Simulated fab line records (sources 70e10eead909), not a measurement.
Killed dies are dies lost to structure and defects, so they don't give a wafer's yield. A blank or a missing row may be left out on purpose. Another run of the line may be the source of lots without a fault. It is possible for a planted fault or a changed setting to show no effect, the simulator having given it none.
Matching of chambers    flow nand_harc    rie_diel-11 running NHARC_P_M1_DESCUM_14: 4 sister chambers
The step chemistry O2, time 3 s. 18 wafers are shown with their chamber, then 9 later ones without.

== WAFERS, EACH WITH ITS CHAMBER ==
wafer   chamber  oes_product_au (a.u.)  throttle_valve_pct (%)  chamber_pressure_mTorr (mTorr)
L075.1  0        0.999                  11.303                  60.12
L075.2  2        1.013                  11.328                  60.04
L075.6  1        1.006                  11.294                  59.93
L080.1  1        1.013                  11.316                  59.94
L080.4  2        1.018                  11.312                  59.95
L080.6  1        1.028                  11.306                  59.98
L081.1  0        0.997                  11.318                  59.98
L081.2  1        1.027                  11.297                  60.03
L081.5  0        1.011                  11.298                  60.01
L082.1  0        1.002                  11.309                  60.02
L082.3  1        1.017                  11.314                  59.95
L082.5  0        1.002                  11.293                  59.99
L083.2  1        1.012                  11.313                  60.01
L083.5  2        1.012                  11.310                  60.00
L083.6  1        1.016                  11.293                  59.99
L084.1  0        0.991                  11.323                  59.86
L084.4  1        1.007                  11.310                  60.00
L084.5  3        0.982                  11.304                  59.94

SIGNATURES (averages over the wafers above)
reading                 chamber 0  chamber 1  chamber 2  chamber 3  scatter within a chamber
oes_product_au          1.00033    1.01575    1.01433    0.98200    0.00713
throttle_valve_pct      11.30733   11.30537   11.31667   11.30400   0.0103
chamber_pressure_mTorr  59.9967    59.9787    59.9967    59.9400    0.0585
Rule: distance of a wafer from a chamber = root of the sum over the readings of ((wafer's reading minus chamber's mean) / reading's scatter) squared. The wafer belongs to the nearest chamber; if the next one is less than 2 further off, it can't be placed. The scatter is the square root of a quotient: the sum, over the shown wafers, of each reading's squared deviation from its chamber's mean, divided by wafers minus chambers.

== WAFERS WHOSE CHAMBER IS MISSING ==
wafer   oes_product_au (a.u.)  throttle_valve_pct (%)  chamber_pressure_mTorr (mTorr)
L091.1  0.991                  11.314                  60.05
L091.3  0.997                  11.326                  60.07
L091.6  0.991                  11.303                  59.97
L095.3  1.005                  11.303                  60.06
L095.5  0.989                  11.318                  59.96
L095.6  0.988                  11.306                  60.04
L096.1  1.005                  11.310                  59.93
L096.4  0.996                  11.311                  59.92
L096.6  1.007                  11.320                  59.93

== WHICH CHAMBER EACH WENT THROUGH ==
wafer   from the rows above                in truth
L091.1  can't be placed: 0 or 3 or 2       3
L091.3  can't be placed: 0 or 2 or 1 or 3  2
L091.6  can't be placed: 3 or 0            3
L095.3  can't be placed: 0 or 1 or 2       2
L095.5  can't be placed: 3 or 0 or 2       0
L095.6  can't be placed: 0 or 3            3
L096.1  can't be placed: 0 or 1 or 2 or 3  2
L096.4  can't be placed: 0 or 3 or 2 or 1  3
L096.6  can't be placed: 2 or 0 or 1       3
0 of 9 placed correctly. Unplaceable from these rows: 9, with the true chamber sitting among the candidates in 8. Number placed wrongly: 0.
